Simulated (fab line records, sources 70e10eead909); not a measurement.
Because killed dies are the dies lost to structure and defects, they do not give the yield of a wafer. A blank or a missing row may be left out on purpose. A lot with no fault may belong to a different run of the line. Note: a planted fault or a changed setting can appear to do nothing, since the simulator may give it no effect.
Problem report, 8D (eight disciplines) form, completed by code | flow nand_harc | the parts of the form that need people (team, actions taken, sign-off) are left out

== 1. PROBLEM STATEMENT ==
Mean of killed_at_array at NHARC_END_SORT_01: 672 across 2 wafers in 2 lots; on wafers with no fault it is 49 (standard deviation 18). That puts it +35 standard deviations away from the usual mean.
The first sign was on wafer L289.6 at day 28 14:40, on prober-01. Wafers with a number at this step in the record: 22, from 8 lots. By rule, "out" or "out of limits" means more than 4 standard deviations away from the usual mean. The rest of the wafers with a number are treated as sound.

== 2. WHAT IT IS, AND WHAT IT ISN'T ==
question                    | is                           | is not
which readings at this step | killed_at_array, killed_dies | killed_at_periphery, killed_open, killed_short
which lots                  | L288, L289                   | L282, L283, L284, L285, L286, L299
which wafers of those lots  | L288.2, L289.6               | L289.3, L289.4
read on which gauges        | prober-01, prober-02         | -
when                        | from day 28 14:40            | up to then (17 sound wafers); but 3 sound wafers of L299 came after

== 3. THE SUSPECTS, EACH WITH WHAT RULES IT OUT ==
Counting: a tool at a process step up to the reading stays a suspect if it ran every lot that is out. Sound lots after the first of them don't rule it out here, since some wafers of a struck lot are sound.
- the gauge at NHARC_END_SORT_01 is ruled out. 2 gauges (prober-01, prober-02) read the wafers that are out.
- pecvd-01 at NHARC_A_STAIRCASE_DEP_259 (deposits SiON, target thk 30 nm): kept. Ran every lot that is out, first one L288 (day 20 17:11); last sound lot up to then L286 (day 19 17:02).
- Within pecvd-01 at NHARC_A_STAIRCASE_DEP_259: the wafers that are out ran in chamber 0; their sound lot-mates ran in chambers 1, 2.
After counting, what remains is pecvd-01 at NHARC_A_STAIRCASE_DEP_259.

== 4. THE CAUSE (what the simulator had put in) ==
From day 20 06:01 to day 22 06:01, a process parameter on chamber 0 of pecvd-01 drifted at NHARC_A_STAIRCASE_DEP_259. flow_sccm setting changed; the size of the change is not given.
After counting, this tool was the only one left.

== 5. THE EFFECT CHAIN, in route order ==
Each row: a reading whose mean over the struck wafers that have a number lies more than 3 standard deviations from the usual. Only readings whose record carries a usual standard deviation are examined. hours: median over the lots of the time between each lot's start at the first step of this table that gives one and its start at this step. sigmas: the change, counted in usual standard deviations.
hours | step              | reading         | usual | on struck wafers | change | sigmas
0     | NHARC_END_SORT_01 | killed_at_array | 49    | 672              | +622   | +35
0     | NHARC_END_SORT_01 | killed_dies     | 54    | 677              | +623   | +33

== 6. WHAT WOULD HAVE CAUGHT IT SOONER ==
In this record the first reading out of limits at a measuring or inspecting step was taken at day 28 14:40, 201 hours after the fault began at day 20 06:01.
No tool reading at NHARC_A_STAIRCASE_DEP_259 that has a usual standard deviation in the record was out on any struck wafer, so an alarm limit of 4 standard deviations on those readings would not have fired.
By day 28 14:40, every lot that is out (2) had started NHARC_A_STAIRCASE_DEP_259 on pecvd-01. Holding the tool at that point would not have protected any of them.
